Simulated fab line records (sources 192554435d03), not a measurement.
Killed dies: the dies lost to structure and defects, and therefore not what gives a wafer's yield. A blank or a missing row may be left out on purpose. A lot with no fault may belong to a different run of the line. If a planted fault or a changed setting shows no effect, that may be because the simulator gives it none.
Which of the tools did it?	flow n5_finfet	Sampling: 24 lots, 72 wafers, 6 of 1938 route steps

## WHAT THE GAUGES SHOWED, per wafer
N5_GATE_CUT_INSPECT_26: inspects for defects (darkfield). Usual: raw_defect_count reads 38 (standard deviation 16).
lot	measured	on	raw_defect_count	flag
L074	day 4 18:46	defect_inspect-01	11 18 14	
L075	day 4 21:41	defect_inspect-02	20 45 24	
L076	day 5 03:41	defect_inspect-02	31 30 51	
L077	day 5 09:46	defect_inspect-01	53 62 38	
L078	day 5 18:13	defect_inspect-01	36 54 31	
L079	day 6 00:18	defect_inspect-02	43 36 36	
L080	day 6 02:06	defect_inspect-01	32 25 27	
L081	day 6 10:26	defect_inspect-01	21 28 43	
L082	day 6 14:31	defect_inspect-01	39 23 27	
L083	day 6 19:02	defect_inspect-02	26 30 43	
L084	day 7 01:38	defect_inspect-01	35 56 31	
L085	day 7 11:09	defect_inspect-01	29 34 31	
L086	day 7 13:35	defect_inspect-02	40 65 31	
L087	day 7 21:34	defect_inspect-02	87 21 35	
L088	day 8 02:59	defect_inspect-01	78 29 28	
L089	day 8 11:34	defect_inspect-02	29 16 35	
L090	day 8 16:41	defect_inspect-01	86 43 63	
L091	day 8 19:02	defect_inspect-01	25 28 24	
L092	day 9 02:13	defect_inspect-01	54 39 25	
L093	day 9 07:25	defect_inspect-02	51 34 49	
L094	day 9 18:16	defect_inspect-01	33 36 37	
L095	day 9 21:20	defect_inspect-02	47 35 5	
L096	day 10 05:31	defect_inspect-01	21 41 36	
L097	day 10 13:33	defect_inspect-02	33 31 33	

N5_MOL_CONTACT_COAG_OVL_MEAS_09. Usual: CA_OVL gives 0.2 nm (standard deviation 0.59).
lot	measured	on	CA_OVL (nm)	flag
L074	day 4 19:14	overlay-02	0.0 0.9 -0.4	
L075	day 4 22:02	overlay-02	-0.4 0.9 0.6	
L076	day 5 04:01	overlay-01	0.5 1.1 0.7	
L077	day 5 10:14	overlay-01	-0.5 0.1 1.2	
L078	day 5 18:40	overlay-01	0.4 0.2 -0.1	
L079	day 6 00:46	overlay-01	-0.1 0.7 -0.5	
L080	day 6 02:33	overlay-02	0.5 -0.2 -0.8	
L081	day 6 10:46	overlay-01	-0.5 0.3 0.0	
L082	day 6 14:51	overlay-01	-0.2 -1.0 0.0	
L083	day 6 19:22	overlay-01	-0.5 0.2 0.1	
L084	day 7 02:05	overlay-01	1.0 0.3 1.4	
L085	day 7 11:29	overlay-02	0.6 0.4 -0.2	
L086	day 7 14:03	overlay-01	0.5 0.6 -0.3	
L087	day 7 21:54	overlay-01	0.1 0.5 0.8	
L088	day 8 03:19	overlay-01	0.3 0.9 0.7	
L089	day 8 11:54	overlay-02	-0.4 -1.1 0.5	
L090	day 8 17:01	overlay-02	0.1 0.7 -0.3	
L091	day 8 19:29	overlay-01	1.0 1.1 1.1	
L092	day 9 02:40	overlay-02	-1.1 0.3 -0.1	
L093	day 9 07:52	overlay-02	0.1 1.1 0.4	
L094	day 9 18:44	overlay-01	0.6 0.1 1.3	
L095	day 9 21:40	overlay-02	0.3 0.7 0.0	
L096	day 10 05:51	overlay-02	-0.2 0.6 0.6	
L097	day 10 13:53	overlay-02	-0.3 0.0 -0.3	

N5_MOL_CONTACT_COAG_OVL_MEAS_85. Usual: VG_OVL gives -0.1 nm (standard deviation 0.75).
lot	measured	on	VG_OVL (nm)	flag
L074	day 5 06:15	overlay-01	0.1 1.1 -0.2	
L075	day 5 07:39	overlay-01	-0.4 -0.6 -0.5	
L076	day 5 15:09	overlay-02	0.1 0.1 0.1	
L077	day 5 18:45	overlay-01	-0.8 -0.7 -1.2	
L078	day 6 03:49	overlay-01	0.6 0.9 0.1	
L079	day 6 11:31	overlay-01	0.3 0.5 0.0	
L080	day 6 12:09	overlay-01	-0.1 -0.8 -0.2	
L081	day 6 21:37	overlay-02	1.0 0.3 0.3	
L082	day 7 01:28	overlay-02	0.5 0.1 0.7	
L083	day 7 05:43	overlay-02	1.2 0.7 1.3	
L084	day 7 12:04	overlay-02	-0.5 -0.3 -0.2	
L085	day 7 21:30	overlay-01	-1.7 -1.0 -0.7	
L086	day 8 01:32	overlay-02	0.7 0.9 0.1	
L087	day 8 07:43	overlay-01	0.3 -0.5 -0.8	
L088	day 8 15:38	overlay-01	-1.0 -0.7 -1.2	
L089	day 8 21:56	overlay-01	-0.9 -0.5 0.2	
L090	day 9 01:46	overlay-01	-0.9 -0.6 -2.1	
L091	day 9 04:56	overlay-02	0.5 -0.4 0.7	
L092	day 9 12:17	overlay-01	0.6 0.8 -0.9	
L093	day 9 17:54	overlay-01	0.7 0.0 0.5	
L094	day 10 05:27	overlay-02	-0.5 -1.2 0.0	
L095	day 10 06:03	overlay-01	-0.4 0.4 -0.3	
L096	day 10 15:03	overlay-01	-0.2 -0.8 0.5	
L097	day 10 22:55	overlay-01	0.0 -1.4 0.2	

## WHICH TOOL RAN EACH LOT (tool, then ch and the chambers of the sampled wafers, then the start)
lot	N5_MOL_CONTACT_COAG_SIL_ANNEAL_21	N5_MOL_CONTACT_COAG_CMP_28	N5_MOL_CONTACT_COAG_ALD_123
L074	rtp_anneal-02 ch 0, day 4 21:11	cmp-04 ch 0,1,2, day 5 04:52	ald_sin-02 ch 0,2,3, day 5 05:22
L075	rtp_anneal-02 ch 0, day 4 23:35	cmp-04 ch 1,2,3, day 5 06:32	ald_sin-04 ch 0,2,3, day 5 06:46
L076	rtp_anneal-01 ch 0, day 5 05:50	cmp-01 ch 0,1,3, day 5 13:49	ald_sin-04 ch 0,2, day 5 14:08
L077	rtp_anneal-01 ch 0, day 5 11:51	cmp-01 ch 0,1, day 5 17:24	ald_sin-02 ch 0,1,3, day 5 17:44
L078	rtp_anneal-01 ch 0, day 5 20:13	cmp-03 ch 0,1,3, day 6 02:36	ald_sin-02 ch 0,2,3, day 6 02:56
L079	rtp_anneal-01 ch 0, day 6 02:53	cmp-04 ch 1,2,3, day 6 10:13	ald_sin-03 ch 0,2,3, day 6 10:30
L080	rtp_anneal-01 ch 0, day 6 04:20	cmp-01 ch 0,2,3, day 6 10:56	ald_sin-03 ch 0,1, day 6 11:16
L081	rtp_anneal-01 ch 0, day 6 13:07	cmp-01 ch 1,2,3, day 6 20:26	ald_sin-03 ch 0,1,2, day 6 20:44
L082	rtp_anneal-01 ch 0, day 6 18:05	cmp-03 ch 0,2,3, day 7 00:13	ald_sin-03 ch 1,2,3, day 7 00:34
L083	rtp_anneal-01 ch 0, day 6 21:04	cmp-01 ch 0,1,3, day 7 04:23	ald_sin-02 ch 0,1,3, day 7 04:43
L084	rtp_anneal-02 ch 0, day 7 04:22	cmp-03 ch 0,1,2, day 7 10:46	ald_sin-03 ch 1,2, day 7 11:04
L085	rtp_anneal-01 ch 0, day 7 13:32	cmp-01 ch 1,3, day 7 20:13	ald_sin-04 ch 0,1, day 7 20:30
L086	rtp_anneal-01 ch 0, day 7 16:06	cmp-01 ch 0,1,2, day 7 23:47	ald_sin-02 ch 0,1, day 8 00:39
L087	rtp_anneal-01 ch 0, day 8 00:04	cmp-03 ch 0,1,3, day 8 06:29	ald_sin-03 ch 2,3, day 8 06:42
L088	rtp_anneal-01 ch 0, day 8 05:29	cmp-03 ch 0,2,3, day 8 14:24	ald_sin-02 ch 0,2,3, day 8 14:45
L089	rtp_anneal-01 ch 0, day 8 13:23	cmp-03 ch 0,2,3, day 8 20:41	ald_sin-02 ch 0,1,3, day 8 21:01
L090	rtp_anneal-02 ch 0, day 8 18:39	cmp-03 ch 0,1,2, day 9 00:19	ald_sin-04 ch 1,2,3, day 9 00:46
L091	rtp_anneal-01 ch 0, day 8 21:44	cmp-01 ch 1,2, day 9 03:43	ald_sin-02 ch 1,2, day 9 04:02
L092	rtp_anneal-02 ch 0, day 9 04:35	cmp-03 ch 0,1,2, day 9 11:02	ald_sin-02 ch 0,1,2, day 9 11:23
L093	rtp_anneal-01 ch 0, day 9 09:43	cmp-04 ch 0,1,3, day 9 16:24	ald_sin-03 ch 0,1,2, day 9 16:53
L094	rtp_anneal-02 ch 0, day 9 20:16	cmp-01 ch 0,2,3, day 10 04:19	ald_sin-04 ch 1,2,3, day 10 04:34
L095	rtp_anneal-01 ch 0, day 9 23:13	cmp-04 ch 0,3, day 10 04:26	ald_sin-04 ch 2,3, day 10 05:03
L096	rtp_anneal-01 ch 0, day 10 07:52	cmp-03 ch 0,1,2, day 10 13:53	ald_sin-03 ch 0,3, day 10 14:10
L097	rtp_anneal-02 ch 0, day 10 15:27	cmp-04 ch 0,2,3, day 10 21:27	ald_sin-04 ch 0,3, day 10 21:54
- N5_MOL_CONTACT_COAG_SIL_ANNEAL_21: time 60 s.
- N5_MOL_CONTACT_COAG_CMP_28: polishes, stops on SiNx, t overpolish 0.85 s, target thk 14.522 nm.
- N5_MOL_CONTACT_COAG_ALD_123: deposits SiNx, target thk 5 nm, pulse time 1 s, purge time 2 s.

## WHAT THE TOOLS THEMSELVES READ (means of the sampled wafers that have a number; where no wafer has one, the mark that the record gives instead)
N5_MOL_CONTACT_COAG_SIL_ANNEAL_21. Usual: lamp_power_pct 6.1 %, standard deviation 0.53; lamp_zone_3_pct 6.1 %, standard deviation 0.53; wafer_temp_C_max 552.5, standard deviation 0.54.
lot	tool	lamp_power_pct (%)	lamp_zone_3_pct (%)	wafer_temp_C_max	flag
L074	rtp_anneal-02	7.0	7.0	553.1	
L075	rtp_anneal-02	7.0	7.0	553.0	
L076	rtp_anneal-01	5.8	5.8	552.5	
L077	rtp_anneal-01	5.8	5.8	552.3	
L078	rtp_anneal-01	5.8	5.8	551.8	
L079	rtp_anneal-01	5.8	5.8	553.0	
L080	rtp_anneal-01	5.8	5.8	552.4	
L081	rtp_anneal-01	5.8	5.8	551.6	
L082	rtp_anneal-01	5.8	5.8	552.4	
L083	rtp_anneal-01	5.8	5.8	552.5	
L084	rtp_anneal-02	7.0	7.0	553.1	
L085	rtp_anneal-01	5.8	5.8	552.2	
L086	rtp_anneal-01	5.8	5.8	552.4	
L087	rtp_anneal-01	5.8	5.8	552.6	
L088	rtp_anneal-01	5.8	5.8	551.9	
L089	rtp_anneal-01	5.8	5.8	552.6	
L090	rtp_anneal-02	7.0	7.0	552.4	
L091	rtp_anneal-01	5.8	5.8	552.3	
L092	rtp_anneal-02	7.0	7.0	552.8	
L093	rtp_anneal-01	5.8	5.8	552.2	
L094	rtp_anneal-02	7.0	7.0	553.1	
L095	rtp_anneal-01	5.8	5.8	552.7	
L096	rtp_anneal-01	5.8	5.8	552.8	
L097	rtp_anneal-02	7.0	7.0	553.6	

N5_MOL_CONTACT_COAG_CMP_28. Usual: motor_current_A 12.7 A, standard deviation 1.2; time_to_endpoint_s 4 s, standard deviation 3.
lot	tool	motor_current_A (A)	time_to_endpoint_s (s)	flag
L074	cmp-04	12.2	6	
L075	cmp-04	12.8	1	
L076	cmp-01	12.5	8	
L077	cmp-01	12.0	5	
L078	cmp-03	13.2	4	
L079	cmp-04	12.8	3	
L080	cmp-01	11.9	5	
L081	cmp-01	12.0	6	
L082	cmp-03	13.8	5	
L083	cmp-01	12.5	4	
L084	cmp-03	13.1	3	
L085	cmp-01	12.4	6	
L086	cmp-01	11.6	3	
L087	cmp-03	13.0	6	
L088	cmp-03	13.5	7	
L089	cmp-03	13.7	5	
L090	cmp-03	13.3	5	
L091	cmp-01	11.4	6	
L092	cmp-03	13.1	5	
L093	cmp-04	12.4	3	
L094	cmp-01	11.8	3	
L095	cmp-04	13.1	2	
L096	cmp-03	13.2	3	
L097	cmp-04	13.1	5	

N5_MOL_CONTACT_COAG_ALD_123. Usual: heater_power_w 843 W, standard deviation 74; precursor_pulse_height_rel 1.001, standard deviation 0.02.
lot	tool	heater_power_w (W)	precursor_pulse_height_rel	flag
L074	ald_sin-02	839	0.994	
L075	ald_sin-04	819	0.974	
L076	ald_sin-04	767	1.010	
L077	ald_sin-02	827	1.005	
L078	ald_sin-02	849	1.008	
L079	ald_sin-03	829	0.993	
L080	ald_sin-03	927	0.993	
L081	ald_sin-03	920	0.994	
L082	ald_sin-03	877	1.003	
L083	ald_sin-02	828	1.040	
L084	ald_sin-03	981	1.012	
L085	ald_sin-04	816	1.011	
L086	ald_sin-02	820	0.981	
L087	ald_sin-03	760	1.008	
L088	ald_sin-02	833	1.006	
L089	ald_sin-02	818	1.028	
L090	ald_sin-04	825	1.003	
L091	ald_sin-02	837	1.014	
L092	ald_sin-02	830	0.989	
L093	ald_sin-03	902	0.992	
L094	ald_sin-04	831	0.977	
L095	ald_sin-04	820	0.998	
L096	ald_sin-03	824	0.994	
L097	ald_sin-04	869	1.011	

## THE ANSWER, worked out from the rows above alone
Rule: lot off if the mean of its wafers having a number is beyond 3 standard deviations from the usual mean. A lot without any number at a reading at which 4 lots or more have one is off too. Where the step has rows for the other lots, those lots are counted as sound. After the gauges, taken in route order, come the tools' own readings; for these a lot's mean is taken, as printed above. The first step at which some lot is off is used, and at that step the reading that is off furthest; a lot without a number counts as furthest.
Nothing can be told from this: no lot is off at any reading shown.

## WHAT HAD BEEN PUT IN BY THE SIMULATOR
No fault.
